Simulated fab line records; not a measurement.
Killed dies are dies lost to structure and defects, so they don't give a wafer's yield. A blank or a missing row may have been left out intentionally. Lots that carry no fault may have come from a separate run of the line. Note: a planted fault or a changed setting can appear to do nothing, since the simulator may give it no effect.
Matching of chambers -- flow n5Finfet -- aldMetal-01 running N5_HKMG_FIN_ALD_79: 4 sister chambers
The step deposits TiN, target thk 1.5 nm, pulse time 1 s, purge time 3 s. 4 wafers are shown with their chamber, then 8 later ones without.

## WAFERS PAIRED WITH THEIR CHAMBERS
wafer,chamber,heaterPowerOuterW (W)
L075.4,2,527
L086.5,0,655
L086.6,3,458
L090.3,1,544

## WAFERS WHOSE CHAMBER IS MISSING
wafer,heaterPowerOuterW (W)
L090.4,526
L090.5,457
L091.2,552
L091.3,461
L091.6,547
L096.2,528
L096.5,471
L096.6,532

## CHAMBER TAKEN BY EACH
wafer,from the rows above,in truth
L090.4,2,2
L090.5,3,3
L091.2,1,1
L091.3,3,3
L091.6,1,1
L096.2,2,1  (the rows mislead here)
L096.5,3,3
L096.6,can't be placed: 2 or 1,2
Correct placement for 6 of the 8. Unplaceable from these rows: 1, with the true chamber sitting among the candidates in 1. Wrongly placed: 1.
How it was worked out, from the rows above alone: a wafer's distance from a chamber is the root of the sum, over the readings, of the square of ((its reading less the chamber's mean) divided by the reading's scatter). If the next closest chamber is less than 2 further off than the closest, the wafer can't be placed; otherwise it belongs to the closest. Each chamber's mean is taken over the wafers shown for it. The scatter (one wafer shown for each chamber): square how far every hidden wafer sits from the nearest shown wafer, average those squares and take the square root.
